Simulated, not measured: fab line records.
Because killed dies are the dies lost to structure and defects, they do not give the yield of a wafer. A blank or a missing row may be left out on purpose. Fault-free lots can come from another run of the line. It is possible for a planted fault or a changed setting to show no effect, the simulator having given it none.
fab line records + flow n5_finfet + part 2 of 2: steps 9 to 9 of 9
record:
- lots: 7
- wafers: 20
- last_day: 17
route steps=1938 shown BEOL_M11@1556 BEOL_M15@1830 PASSIVATION@1936
lots untouched by any fault: they come from a run of this same line in which no faults occurred
start_h: the number of hours between the record's first day and the start of the first shown wafer of the lot + wait_h: hours elapsed since this lot's preceding step + " unchanged from the row above + L1.1+2: one row covering several wafers at once + - no value, or no start was given + * or withheld: withheld + < > ~ a bound
route shown NAME@n: a module of which the file shows steps, and the number in the route of the first + usual: mean and standard deviation over wafers with no fault + same: alike in all rows + chamber/n: place in a boat + sites: the reading at each site + _std_site: the values' standard deviation + _edge_site: the outer-site mean with the inner-site mean subtracted + radius_mm: how far each site lies from the wafer's centre + mask NAME#n: copy n + behind: the most recent tool/chamber to have shaped the wafer + hold: cause of the lot's hold/its duration in hours/its outcome + device: names the non-switching transistor (n, p or np) + end of line: tests run on the same wafers once the route is complete + where a step has no rows: the recipe by itself + killed: dies lost to structure and defects at the first sort, not the wafer's yield + map: a wafer's dies, x killed, . not, _ none there
set.NAME: setting as actually run; set.NAME@STEP: the setting as run at that earlier step + model.NAME: the simulator's own value behind a step, which no gauge read
one table for each step of the route and one row for each wafer, over a sample of lots
services: a tool's chamber out of use, with start hour (start_h, from the record's first day; less than 0 if before it), hours out, and reason
== steps ==
step: N5_PASSIVATION_PROBE_49
usual:
- defect_limited_yield: 91.3/1.4
- killed_at_M0_to_M3: 33/9.9
- killed_at_M4_up: 15/5.6
- killed_at_contacts: 13/5.7
- killed_at_front_end: 38/12
- killed_at_other: 4/3.1
- killed_dies: 103/17
- killed_open: 66/13
- killed_short: 32/7.8
- sort_bin_4_leakage: 0.02/0.16
- sort_bin_5_function: 5.1/0.95
- sort_bin_6_memory: 3.2/0.68
- sort_bin_8_speed: 0.02/0.22
- sort_n_pass: 1077/17
- sort_yield_pct: 91.3/1.5
same:
- gross_dies: 1180
- killed_at_back_side: 0
| lot.wafer | tool      | chamber | start_h | wait_h | defect_limited_yield[%] | killed_at_M0_to_M3 | killed_at_M4_up | killed_at_contacts | killed_at_front_end | killed_at_other | killed_dies | killed_open | killed_short | sort_bin_4_leakage[%] | sort_bin_5_function[%] | sort_bin_6_memory[%] | sort_bin_8_speed[%] | sort_n_pass | sort_yield_pct[%] |
|-----------|-----------|---------|---------|--------|-------------------------|--------------------|-----------------|--------------------|---------------------|-----------------|-------------|-------------|--------------|-----------------------|------------------------|----------------------|---------------------|-------------|-------------------|
| L977.2    | prober-02 | -       | 299.49  | 0.1    | 88.9                    | 50                 | 18              | 13                 | 47                  | 3               | 131         | 83          | 45           | 0                     | 7.8                    | 3.1                  | 0                   | 1049        | 88.9              |
| L977.5    | prober-02 | -       | 299.64  | 0.2    | 92.1                    | 49                 | 15              | 8                  | 17                  | 4               | 93          | 57          | 32           | 0                     | 4.6                    | 3.1                  | 0                   | 1087        | 92.1              |
| L977.6    | prober-02 | -       | 299.69  | 0.3    | 90.5                    | 56                 | 5               | 13                 | 35                  | 3               | 112         | 71          | 37           | 0                     | 6.0                    | 3.0                  | 0                   | 1068        | 90.5              |
| L981.3    | prober-02 | -       | 321.27  | 0.1    | 90.9                    | 28                 | 15              | 11                 | 50                  | 3               | 107         | 62          | 39           | 0                     | 5.3                    | 2.8                  | 0                   | 1073        | 90.9              |
| L981.4    | prober-02 | -       | 321.32  | 0.2    | 90.9                    | 26                 | 20              | 20                 | 40                  | 1               | 107         | 70          | 29           | 0                     | 6.3                    | 2.5                  | 0                   | 1073        | 90.9              |
| L981.5    | prober-02 | -       | 321.37  | 0.2    | 90.9                    | 29                 | 14              | 23                 | 39                  | 2               | 107         | 69          | 35           | 1.27                  | 5.7                    | 3.1                  | 0                   | 1058        | 89.7              |
| L990.1    | prober-01 | -       | 371.55  | 0.0    | 92.2                    | 33                 | 16              | 13                 | 28                  | 2               | 92          | 63          | 26           | 0                     | 5.0                    | 2.5                  | 0                   | 1088        | 92.2              |
| L990.4    | prober-01 | -       | 371.70  | 0.2    | 93.1                    | 27                 | 12              | 4                  | 38                  | 0               | 81          | 56          | 21           | 0                     | 4.0                    | 2.5                  | 0                   | 1099        | 93.1              |
| L990.6    | prober-01 | -       | 371.80  | 0.3    | 91.2                    | 36                 | 10              | 3                  | 53                  | 2               | 104         | 71          | 32           | 0                     | 5.1                    | 3.6                  | 0                   | 1076        | 91.2              |
| L991.1    | prober-01 | -       | 379.81  | 0.0    | 89.0                    | 48                 | 25              | 5                  | 48                  | 4               | 130         | 88          | 33           | 0                     | 5.0                    | 5.1                  | 0                   | 1050        | 89.0              |
| L991.2    | prober-01 | -       | 379.86  | 0.1    | 90.9                    | 33                 | 17              | 5                  | 50                  | 2               | 107         | 70          | 35           | 0                     | 5.7                    | 3.2                  | 0                   | 1073        | 90.9              |
| L991.3    | prober-01 | -       | 379.91  | 0.1    | 91.3                    | 28                 | 18              | 9                  | 47                  | 1               | 103         | 68          | 29           | 0                     | 4.7                    | 3.6                  | 0.08                | 1077        | 91.3              |
| L992.1    | prober-01 | -       | 389.04  | 0.0    | 89.2                    | 41                 | 30              | 13                 | 37                  | 7               | 128         | 89          | 31           | 0                     | 6.5                    | 3.6                  | 0                   | 1052        | 89.2              |
| L992.6    | prober-01 | -       | 389.29  | 0.3    | 91.2                    | 34                 | 19              | 7                  | 31                  | 13              | 104         | 58          | 34           | 0                     | 5.8                    | 2.7                  | 0                   | 1076        | 91.2              |
| L997.1    | prober-02 | -       | 406.15  | 0.0    | 92.5                    | 32                 | 9               | 12                 | 33                  | 2               | 88          | 50          | 37           | 0                     | 4.7                    | 2.3                  | 0                   | 1092        | 92.5              |
| L997.2    | prober-02 | -       | 406.20  | 0.1    | 91.9                    | 29                 | 12              | 5                  | 49                  | 0               | 95          | 52          | 36           | 0                     | 4.4                    | 2.9                  | 0                   | 1085        | 91.9              |
| L997.6    | prober-02 | -       | 406.40  | 0.3    | 93.3                    | 42                 | 5               | 10                 | 20                  | 2               | 79          | 47          | 29           | 0                     | 3.6                    | 2.8                  | 0                   | 1101        | 93.3              |
| L996.1    | prober-01 | -       | 419.00  | 0.0    | 89.9                    | 38                 | 18              | 14                 | 41                  | 8               | 119         | 85          | 32           | 0                     | 5.7                    | 4.2                  | 0.08                | 1060        | 89.8              |
| L996.2    | prober-01 | -       | 419.05  | 0.1    | 92.4                    | 19                 | 8               | 8                  | 46                  | 9               | 90          | 57          | 27           | 0                     | 4.7                    | 2.8                  | 2.63                | 1059        | 89.7              |
| L996.5    | prober-01 | -       | 419.20  | 0.2    | 93.6                    | 19                 | 8               | 8                  | 34                  | 6               | 75          | 56          | 18           | 0                     | 3.4                    | 2.9                  | 0                   | 1105        | 93.6              |
killed by level:class
L977.2 BEOL_M2:geometric_particle:open=13 STI_FIN_REVEAL:geometric_particle:open=11 BEOL_M1:geometric_particle:open=10 MOL_CONTACT_COAG:geometric_particle:open=8 BEOL_M0_SAQP:geometric_particle:short=8 FIN_SAQP:geometric_particle:open=6 FIN_SAQP:geometric_particle:short=6 MOL_CONTACT_COAG:geometric_particle:short=5
L977.5 BEOL_M0_SAQP:geometric_particle:short=13 BEOL_M2:geometric_particle:open=12 BEOL_M0_SAQP:geometric_particle:open=7 MOL_CONTACT_COAG:geometric_particle:open=5 BEOL_M3:geometric_particle:open=5 BEOL_M4:geometric_particle:open=4 FIN_SAQP:geometric_particle:open=3 STI_FIN_REVEAL:geometric_particle:open=3
L977.6 BEOL_M0_SAQP:geometric_particle:open=19 BEOL_M0_SAQP:geometric_particle:short=12 MOL_CONTACT_COAG:geometric_particle:open=11 BEOL_M2:geometric_particle:open=10 STI_FIN_REVEAL:geometric_particle:open=6 BEOL_M1:geometric_particle:open=5 BEOL_M3:geometric_particle:open=5 FIN_SAQP:geometric_particle:short=4
L981.3 FIN_SAQP:geometric_particle:short=11 STI_FIN_REVEAL:geometric_particle:open=10 MOL_CONTACT_COAG:geometric_particle:open=9 GATE_CUT:geometric_particle:short=6 BEOL_M5:geometric_particle:open=6 BEOL_M1:geometric_particle:open=6 HKMG_FIN:area_etch=6 BEOL_M0_SAQP:geometric_particle:open=5
L981.4 FIN_SAQP:geometric_particle:open=16 MOL_CONTACT_COAG:geometric_particle:open=15 BEOL_M0_SAQP:geometric_particle:short=7 BEOL_M0_SAQP:geometric_particle:open=7 BEOL_M4:geometric_particle:open=6 STARTING-WAFER:geometric_particle:open=4 FIN_SAQP:geometric_particle:short=4 STI_FIN_REVEAL:geometric_particle:open=4
L981.5 MOL_CONTACT_COAG:geometric_particle:open=18 FIN_SAQP:geometric_particle:open=9 BEOL_M2:geometric_particle:open=8 FIN_SAQP:geometric_particle:short=7 BEOL_M1:geometric_particle:open=7 GATE_CUT:geometric_particle:open=6 BEOL_M0_SAQP:geometric_particle:short=6 BEOL_M4:geometric_particle:open=5
L990.1 MOL_CONTACT_COAG:geometric_particle:open=11 BEOL_M4:geometric_particle:open=10 STI_FIN_REVEAL:geometric_particle:open=8 BEOL_M1:geometric_particle:open=8 FIN_SAQP:geometric_particle:open=6 BEOL_M0_SAQP:geometric_particle:short=5 BEOL_M2:geometric_particle:open=5 BEOL_M3:geometric_particle:short=4
L990.4 FIN_SAQP:geometric_particle:open=10 BEOL_M1:geometric_particle:open=10 FIN_SAQP:geometric_particle:short=6 BEOL_M0_SAQP:geometric_particle:open=5 BEOL_M4:geometric_particle:open=5 BEOL_M0_SAQP:geometric_particle:short=4 BEOL_M3:geometric_particle:open=4 STI_FIN_REVEAL:geometric_particle:open=3
L990.6 STI_FIN_REVEAL:geometric_particle:open=18 FIN_SAQP:geometric_particle:open=10 BEOL_M1:geometric_particle:open=10 BEOL_M3:geometric_particle:open=7 GATE_CUT:geometric_particle:open=5 BEOL_M0_SAQP:geometric_particle:open=5 BEOL_M0_SAQP:geometric_particle:short=5 FIN_SAQP:geometric_particle:short=3
L991.1 BEOL_M2:geometric_particle:open=15 BEOL_M4:geometric_particle:open=11 STI_FIN_REVEAL:geometric_particle:open=10 BEOL_M0:geometric_particle:open=10 BEOL_M0_SAQP:geometric_particle:open=8 HKMG_FIN:area_etch=8 FIN_SAQP:geometric_particle:short=7 BEOL_M5:geometric_particle:open=6
L991.2 STI_FIN_REVEAL:geometric_particle:open=21 BEOL_M4:geometric_particle:open=10 DUMMY_GATE:geometric_particle:open=9 BEOL_M1:geometric_particle:short=6 BEOL_M1:geometric_particle:open=6 BEOL_M2:geometric_particle:open=6 STARTING-WAFER:geometric_particle:short=6 BEOL_M0_SAQP:geometric_particle:short=4
L991.3 BEOL_M2:geometric_particle:open=17 STI_FIN_REVEAL:geometric_particle:open=9 GATE_CUT:geometric_particle:open=7 MOL_CONTACT_COAG:geometric_particle:open=7 BEOL_M4:geometric_particle:open=7 GATE_CUT:geometric_particle:short=5 FIN_SAQP:geometric_particle:short=4 DUMMY_GATE:geometric_particle:short=4
L992.1 BEOL_M4:geometric_particle:open=20 MOL_CONTACT_COAG:geometric_particle:open=12 STI_FIN_REVEAL:geometric_particle:open=11 BEOL_M0_SAQP:geometric_particle:short=9 BEOL_M0_SAQP:geometric_particle:open=8 BEOL_M3:geometric_particle:open=8 HKMG_FIN:area_etch=5 FIN_SAQP:geometric_particle:open=4
L992.6 BEOL_M4:geometric_particle:open=12 PASSIVATION:area_etch=9 BEOL_M0_SAQP:geometric_particle:open=8 FIN_SAQP:geometric_particle:open=6 BEOL_M3:geometric_particle:open=6 MOL_CONTACT_COAG:geometric_particle:open=5 STI_FIN_REVEAL:geometric_particle:open=4 BEOL_M0_SAQP:geometric_particle:short=4
L997.1 FIN_SAQP:geometric_particle:short=9 BEOL_M2:geometric_particle:open=9 MOL_CONTACT_COAG:geometric_particle:open=8 GATE_CUT:geometric_particle:short=7 BEOL_M0_SAQP:geometric_particle:short=6 BEOL_M3:geometric_particle:open=5 STI_FIN_REVEAL:geometric_particle:open=4 MOL_CONTACT_COAG:geometric_particle:short=4
L997.2 FIN_SAQP:geometric_particle:short=15 FIN_SAQP:geometric_particle:open=10 BEOL_M0_SAQP:geometric_particle:short=8 BEOL_M3:geometric_particle:open=8 STI_FIN_REVEAL:geometric_particle:open=6 BEOL_M0_SAQP:geometric_particle:open=5 BEOL_M4:geometric_particle:open=5 MOL_CONTACT_COAG:geometric_particle:open=4
L997.6 BEOL_M0_SAQP:geometric_particle:short=13 MOL_CONTACT_COAG:geometric_particle:open=9 BEOL_M3:geometric_particle:open=8 BEOL_M0_SAQP:geometric_particle:open=8 BEOL_M1:geometric_particle:open=5 FIN_SAQP:geometric_particle:open=3 GATE_CUT:geometric_particle:short=3 BEOL_M2:geometric_particle:open=3
L996.1 STI_FIN_REVEAL:geometric_particle:open=13 BEOL_M3:geometric_particle:open=12 MOL_CONTACT_COAG:geometric_particle:open=10 BEOL_M2:geometric_particle:open=9 BEOL_M3:geometric_particle:short=6 BEOL_M4:geometric_particle:open=6 DUMMY_GATE:geometric_particle:open=5 BEOL_M0_SAQP:geometric_particle:open=5
L996.2 STI_FIN_REVEAL:geometric_particle:open=13 FIN_SAQP:geometric_particle:open=7 MOL_CONTACT_COAG:geometric_particle:open=7 GATE_CUT:geometric_particle:short=4 BEOL_M2:geometric_particle:open=4 FIN_SAQP:geometric_particle:short=3 BEOL_M4:geometric_particle:open=3 ILD0:geometric_particle:short=3
L996.5 STI_FIN_REVEAL:geometric_particle:open=14 MOL_CONTACT_COAG:geometric_particle:open=7 FIN_SAQP:geometric_particle:open=4 DUMMY_GATE:geometric_particle:open=4 BEOL_M0_SAQP:geometric_particle:open=4 BEOL_M1:geometric_particle:open=4 BEOL_M3:geometric_particle:open=3 BEOL_M4:geometric_particle:open=3
== services ==
| tool        | chamber | start_h | hours | kind                          |
|-------------|---------|---------|-------|-------------------------------|
| rie_diel-03 | 1       | 245.77  | -     | clean                         |
| rie_diel-03 | 1       | 245.77  | -     | consumable_replace:focus_ring |
| rie_diel-03 | 1       | 245.77  | 18.5  | scheduled_down                |
| rie_diel-03 | 1       | 245.77  | 18.5  | vent_cycle                    |
| cmp-04      | -       | 261.59  | 0.5   | repair                        |
| ecd_cu-01   | -       | 275.98  | 0.8   | repair                        |
| ecd_cu-01   | -       | 278.70  | 2.6   | repair                        |
| cmp-04      | -       | 281.53  | 0.5   | repair                        |
| rie_diel-02 | 1       | 285.26  | 2.9   | repair                        |
| ecd_cu-02   | -       | 285.38  | 2.5   | repair                        |
| ecd_cu-01   | -       | 287.06  | 1.2   | repair                        |
| cmp-03      | -       | 296.81  | 5.0   | repair                        |
| cmp-03      | -       | 304.61  | 1.0   | repair                        |
| rie_diel-02 | 2       | 311.15  | 15.1  | repair                        |
| rie_diel-03 | 2       | 315.58  | 9.5   | repair                        |
| rie_diel-01 | 3       | 344.62  | -     | clean                         |
| rie_diel-01 | 3       | 344.62  | -     | consumable_replace:focus_ring |
| rie_diel-01 | 3       | 344.62  | -     | consumable_replace:showerhead |
| rie_diel-01 | -       | 347.50  | 0.1   | repair                        |
| rie_diel-02 | -       | 355.65  | 15.6  | pm                            |
| rie_diel-03 | 0       | 365.55  | -     | clean                         |
| rie_diel-03 | 0       | 365.55  | -     | consumable_replace:focus_ring |
| rie_diel-03 | 0       | 365.55  | 18.1  | scheduled_down                |
| rie_diel-03 | 0       | 365.55  | 18.1  | vent_cycle                    |
